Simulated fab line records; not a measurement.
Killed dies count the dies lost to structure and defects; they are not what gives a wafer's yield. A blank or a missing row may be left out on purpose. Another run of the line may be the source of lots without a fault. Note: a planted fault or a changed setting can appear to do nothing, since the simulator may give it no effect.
Which tool was responsible? -- flow nandHarc -- 72 wafers from 24 lots sampled at 6 of the route's 1302 steps

## WHAT EACH GAUGE READ, for each wafer
The record lacks any reading of a measuring or inspecting step that a usual standard deviation could be used to judge.

## WHAT TOOL EACH LOT RAN ON (gives the tool, then ch and the chambers of the sampled wafers, and finally the start)
lot,NHARC_A_CONTACT_ETCH_50,NHARC_A_CONTACT_ETCH_111,NHARC_A_CONTACT_ETCH_115,NHARC_A_CONTACT_DESCUM_74,NHARC_A_CONTACT_ETCH_126,NHARC_A_CONTACT_ETCH_130
L074,"rieDiel-12 ch 0,3, day 21 05:43 or earlier","harCapEtch-02 ch 0,1, day 21 05:43","harCapEtch-02 ch 0,1, day 21 06:26","rieDiel-12 ch 0,2,3, day 21 16:43","harCapEtch-03 ch 0,1, day 21 18:38","harCapEtch-03 ch 0,1, day 21 19:21"
L075,"rieDiel-12 ch 1,2, day 22 01:09 or earlier","harCapEtch-03 ch 0,1, day 22 01:09","harCapEtch-03 ch 0,1, day 22 01:52","rieDiel-01 ch 0,1,3, day 22 09:57","harCapEtch-01 ch 0,1, day 22 11:58","harCapEtch-01 ch 0,1, day 22 12:40"
L076,"rieDiel-12 ch 0,1,3, day 22 10:20 or earlier","harCapEtch-02 ch 0, day 22 10:20","harCapEtch-02 ch 0, day 22 11:04","rieDiel-07 ch 1,2,3, day 22 18:44","harCapEtch-02 ch 0,1, day 22 20:40","harCapEtch-02 ch 0,1, day 22 21:23"
L077,"rieDiel-07 ch 0,1,2, day 23 00:04 or earlier","harCapEtch-01 ch 0,1, day 23 00:04","harCapEtch-01 ch 0,1, day 23 00:47","rieDiel-12 ch 2,3, day 23 09:08","harCapEtch-01 ch 0,1, day 23 11:05","harCapEtch-01 ch 0,1, day 23 11:48"
L078,"rieDiel-01 ch 0,1, day 23 00:53 or earlier","harCapEtch-03 ch 0,1, day 23 00:53","harCapEtch-03 ch 0,1, day 23 01:36","rieDiel-07 ch 0,2,3, day 23 09:45","harCapEtch-03 ch 0,1, day 23 12:05","harCapEtch-03 ch 0,1, day 23 12:48"
L080,"rieDiel-12 ch 0,3, day 23 15:28 or earlier","harCapEtch-02 ch 0,1, day 23 15:28","harCapEtch-02 ch 0,1, day 23 16:16","rieDiel-12 ch 0,2, day 23 23:50","harCapEtch-02 ch 0,1, day 24 02:16","harCapEtch-02 ch 0,1, day 24 02:58"
L079,"rieDiel-07 ch 0,1,3, day 24 02:55 or earlier","harCapEtch-01 ch 0,1, day 24 02:55","harCapEtch-01 ch 0,1, day 24 03:38","rieDiel-12 ch 2,3, day 24 11:20","harCapEtch-02 ch 1, day 24 13:15","harCapEtch-02 ch 1, day 24 13:57"
L081,"rieDiel-12 ch 2,3, day 25 03:23 or earlier","harCapEtch-03 ch 0,1, day 25 03:23","harCapEtch-03 ch 0,1, day 25 04:06","rieDiel-12 ch 1,2, day 25 11:41","harCapEtch-01 ch 0,1, day 25 13:36","harCapEtch-01 ch 0,1, day 25 14:19"
L082,"rieDiel-01 ch 1,2, day 25 04:17 or earlier","harCapEtch-02 ch 0,1, day 25 04:17","harCapEtch-02 ch 0,1, day 25 04:59","rieDiel-12 ch 1,3, day 25 15:28","harCapEtch-02 ch 0,1, day 25 17:34","harCapEtch-02 ch 0,1, day 25 18:26"
L083,"rieDiel-07 ch 1,3, day 25 14:11 or earlier","harCapEtch-03 ch 0,1, day 25 14:11","harCapEtch-03 ch 0,1, day 25 14:54","rieDiel-01 ch 0,2,3, day 25 22:29","harCapEtch-03 ch 0,1, day 26 00:47","harCapEtch-03 ch 0,1, day 26 01:43"
L084,"rieDiel-12 ch 1,2, day 26 00:51 or earlier","harCapEtch-02 ch 0,1, day 26 00:51","harCapEtch-02 ch 0,1, day 26 01:34","rieDiel-01 ch 0,1, day 26 09:38","harCapEtch-03 ch 0,1, day 26 11:53","harCapEtch-03 ch 0,1, day 26 12:36"
L085,"rieDiel-01 ch 0,3, day 26 04:44 or earlier","harCapEtch-03 ch 0,1, day 26 04:44","harCapEtch-03 ch 0,1, day 26 05:42","rieDiel-12 ch 0,2,3, day 26 13:57","harCapEtch-01 ch 0,1, day 26 15:54","harCapEtch-01 ch 0,1, day 26 16:37"
L086,"rieDiel-07 ch 1,2,3, day 26 10:17 or earlier","harCapEtch-02 ch 0,1, day 26 10:17","harCapEtch-02 ch 0,1, day 26 10:59","rieDiel-01 ch 0,2, day 26 20:44","harCapEtch-03 ch 0,1, day 26 22:43","harCapEtch-03 ch 0,1, day 26 23:25"
L088,"rieDiel-07 ch 0,1,2, day 27 03:05 or earlier","harCapEtch-02 ch 0, day 27 03:05","harCapEtch-02 ch 0, day 27 03:48","rieDiel-07 ch 0,2,3, day 27 11:39","harCapEtch-01 ch 0,1, day 27 14:13","harCapEtch-01 ch 0,1, day 27 15:09"
L087,"rieDiel-01 ch 1,3, day 27 07:49 or earlier","harCapEtch-03 ch 0,1, day 27 07:49","harCapEtch-03 ch 0,1, day 27 08:32","rieDiel-12 ch 0,1, day 27 16:28","harCapEtch-03 ch 0,1, day 27 18:28","harCapEtch-03 ch 0,1, day 27 19:10"
L089,"rieDiel-01 ch 1,2, day 27 08:59 or earlier","harCapEtch-02 ch 0,1, day 27 08:59","harCapEtch-02 ch 0,1, day 27 09:43","rieDiel-12 ch 1,2, day 27 19:07","harCapEtch-03 ch 0,1, day 27 21:02","harCapEtch-03 ch 0,1, day 27 21:44"
L091,"rieDiel-01 ch 0,1,3, day 27 18:17 or earlier","harCapEtch-02 ch 0,1, day 27 18:17","harCapEtch-02 ch 0,1, day 27 19:01","rieDiel-12 ch 0,2,3, day 28 02:45","harCapEtch-03 ch 0,1, day 28 04:43","harCapEtch-03 ch 0,1, day 28 05:26"
L090,"rieDiel-07 ch 1,2,3, day 27 18:57 or earlier","harCapEtch-01 ch 0,1, day 27 18:57","harCapEtch-01 ch 0,1, day 27 19:40","rieDiel-01 ch 0,2, day 28 03:33","harCapEtch-02 ch 0, day 28 05:47","harCapEtch-02 ch 0, day 28 06:30"
L092,"rieDiel-12 ch 2,3, day 29 05:47 or earlier","harCapEtch-01 ch 0,1, day 29 05:47","harCapEtch-01 ch 0,1, day 29 06:31","rieDiel-07 ch 0,1, day 29 16:49","harCapEtch-01 ch 0,1, day 29 18:46","harCapEtch-01 ch 0,1, day 29 19:29"
L093,"rieDiel-07 ch 1,3, day 29 06:41 or earlier","harCapEtch-03 ch 0,1, day 29 06:41","harCapEtch-03 ch 0,1, day 29 07:38","rieDiel-12 ch 0,1,3, day 29 17:31","harCapEtch-03 ch 0,1, day 29 19:26","harCapEtch-03 ch 0,1, day 29 20:08"
L094,"rieDiel-12 ch 0,2, day 29 17:43 or earlier","harCapEtch-02 ch 1, day 29 17:43","harCapEtch-02 ch 1, day 29 18:40","rieDiel-12 ch 0,1,3, day 30 03:27","harCapEtch-01 ch 0, day 30 05:41","harCapEtch-01 ch 0, day 30 06:23"
L095,"rieDiel-12 ch 0,1, day 29 23:04 or earlier","harCapEtch-01 ch 0,1, day 29 23:04","harCapEtch-01 ch 0,1, day 29 23:47","rieDiel-12 ch 1,2,3, day 30 07:36","harCapEtch-02 ch 1, day 30 09:36","harCapEtch-02 ch 1, day 30 10:19"
L096,"rieDiel-12 ch 0,1,3, day 30 22:13 or earlier","harCapEtch-02 ch 0, day 30 22:13","harCapEtch-02 ch 0, day 30 22:56","rieDiel-12 ch 0,3, day 31 07:38","harCapEtch-02 ch 0,1, day 31 09:34","harCapEtch-02 ch 0,1, day 31 10:17"
L097,"rieDiel-12 ch 0,1,3, day 31 07:22 or earlier","harCapEtch-03 ch 0,1, day 31 07:22","harCapEtch-03 ch 0,1, day 31 08:05","rieDiel-12 ch 0,2, day 31 16:50","harCapEtch-03 ch 0,1, day 31 18:47","harCapEtch-03 ch 0,1, day 31 19:29"
- NHARC_A_CONTACT_ETCH_50: etches the open film in CF4/CHF3, target depth 121 nm, time 60.5 s.
- NHARC_A_CONTACT_ETCH_111: etches the open film in C4F8/O2/Ar, time 140 s, target depth 700 nm.
- NHARC_A_CONTACT_ETCH_115: etches the open film in C4F8/O2/Ar, time 190 s, target depth 1850 nm.
- NHARC_A_CONTACT_DESCUM_74: chemistry O2, time 3 s.
- NHARC_A_CONTACT_ETCH_126: etches the open film in C4F8/O2/Ar, time 197 s, target depth 1918 nm.
- NHARC_A_CONTACT_ETCH_130: etches the open film in C4F8/O2/Ar, time 197 s, target depth 1918 nm.

## AS READ BY THE TOOLS THEMSELVES (means over the sampled wafers that have a number; for cases with no such wafer, the mark the record gives instead)
NHARC_A_CONTACT_ETCH_50. Usual: biasW 200.0 W, standard deviation 0.62; drypumpMotorCurrentA 5.6 A, standard deviation 0.43; oesProductAu 0.949 a.u., standard deviation 0.024; rfVppV 371.1 V, standard deviation 2.8; showerheadPlenumPTorr 1.59 Torr, standard deviation 0.078; throttleValvePct 16.802 %, standard deviation 0.0089.
lot,tool,biasW (W),drypumpMotorCurrentA (A),oesProductAu (a.u.),rfVppV (V),showerheadPlenumPTorr (Torr),throttleValvePct (%),flag
L074,rieDiel-12,200.2,5.6,0.970,372.9,1.63,16.805,
L075,rieDiel-12,199.3,5.4,0.929,368.8,1.54,16.801,
L076,rieDiel-12,199.9,5.8,0.969,372.4,1.64,16.801,
L077,rieDiel-07,200.0,5.8,0.969,370.5,1.58,16.805,
L078,rieDiel-01,200.1,5.7,0.925,370.4,1.58,16.796,
L080,rieDiel-12,199.2,6.0,0.953,372.7,1.64,16.786,
L079,rieDiel-07,199.7,5.7,0.916,370.4,1.59,16.797,
L081,rieDiel-12,200.0,5.5,0.932,369.4,1.53,16.795,
L082,rieDiel-01,199.3,5.8,0.950,371.1,1.59,16.796,
L083,rieDiel-07,200.4,5.6,0.930,368.6,1.52,16.812,
L084,rieDiel-12,199.6,5.3,0.941,369.6,1.53,16.802,
L085,rieDiel-01,200.0,5.0,0.955,368.4,1.54,16.797,
L086,rieDiel-07,200.1,5.7,0.932,370.5,1.57,16.805,
L088,rieDiel-07,200.0,5.8,0.923,370.7,1.57,16.807,
L087,rieDiel-01,200.1,5.6,0.924,369.1,1.51,16.810,
L089,rieDiel-01,200.0,5.8,0.941,371.1,1.59,16.804,
L091,rieDiel-01,199.7,5.3,0.976,369.6,1.55,16.802,
L090,rieDiel-07,199.9,5.7,0.932,370.0,1.57,16.802,
L092,rieDiel-12,199.3,5.5,0.986,368.8,1.53,16.804,
L093,rieDiel-07,200.6,5.7,0.964,374.0,1.66,16.803,
L094,rieDiel-12,200.6,5.2,0.980,368.5,1.52,16.808,
L095,rieDiel-12,200.0,5.7,0.941,372.9,1.64,16.813,
L096,rieDiel-12,200.2,5.8,0.971,372.3,1.63,16.804,
L097,rieDiel-12,200.3,5.8,0.975,373.2,1.64,16.814,

NHARC_A_CONTACT_DESCUM_74. Usual: drypumpMotorCurrentA 5.6 A, standard deviation 0.44; oesProductAu 0.997 a.u., standard deviation 0.011; rfVppV 57.9 V, standard deviation 1; showerheadPlenumPTorr 1.95 Torr, standard deviation 0.094; throttleValvePct 11.311 %, standard deviation 0.0089.
lot,tool,drypumpMotorCurrentA (A),oesProductAu (a.u.),rfVppV (V),showerheadPlenumPTorr (Torr),throttleValvePct (%),flag
L074,rieDiel-12,5.6,1.004,58.6,1.93,11.308,
L075,rieDiel-01,5.3,0.996,58.6,1.90,11.308,
L076,rieDiel-07,5.7,0.995,57.4,1.91,11.311,
L077,rieDiel-12,5.9,0.998,58.0,1.93,11.312,
L078,rieDiel-07,5.9,0.995,58.4,2.00,11.315,
L080,rieDiel-12,5.2,0.990,57.6,1.92,11.308,
L079,rieDiel-12,5.9,1.001,57.3,1.93,11.299,
L081,rieDiel-12,5.6,0.986,57.7,1.94,11.307,
L082,rieDiel-12,6.0,0.999,58.4,2.01,11.311,
L083,rieDiel-01,5.1,0.993,58.6,1.96,11.305,
L084,rieDiel-01,5.7,1.004,58.1,1.91,11.309,
L085,rieDiel-12,5.6,1.003,57.4,1.92,11.313,
L086,rieDiel-01,5.3,0.993,58.6,2.05,11.314,
L088,rieDiel-07,5.9,0.998,58.1,1.99,11.310,
L087,rieDiel-12,5.7,0.991,59.1,2.00,11.307,
L089,rieDiel-12,5.4,1.003,58.5,1.86,11.321,
L091,rieDiel-12,5.6,1.006,58.0,1.92,11.310,
L090,rieDiel-01,5.3,0.985,57.8,2.05,11.311,
L092,rieDiel-07,5.7,0.999,58.3,2.04,11.315,
L093,rieDiel-12,5.9,0.994,58.4,1.99,11.307,
L094,rieDiel-12,5.9,1.003,58.0,1.99,11.310,
L095,rieDiel-12,5.8,1.011,57.9,1.93,11.316,
L096,rieDiel-12,5.7,1.004,58.1,1.98,11.307,
L097,rieDiel-12,5.2,0.999,58.2,1.85,11.317,

## THE ANSWER, worked out from the rows above alone
Rule: lot off if the mean of its wafers having a number is beyond 3 standard deviations from the usual mean. A lot without any number at a reading at which 4 lots or more have one is off too. Any other lot the step has rows for is counted as sound. Order of review: gauges by route order, followed by the tools' own readings, for which a lot's mean as printed above is used. At the first step where some lot is off, the reading lying furthest off is the one used; lots without a number count as furthest.
No lot is off on any of the readings shown, so nothing can be concluded from this.

## WHAT WAS PUT IN BY THE SIMULATOR
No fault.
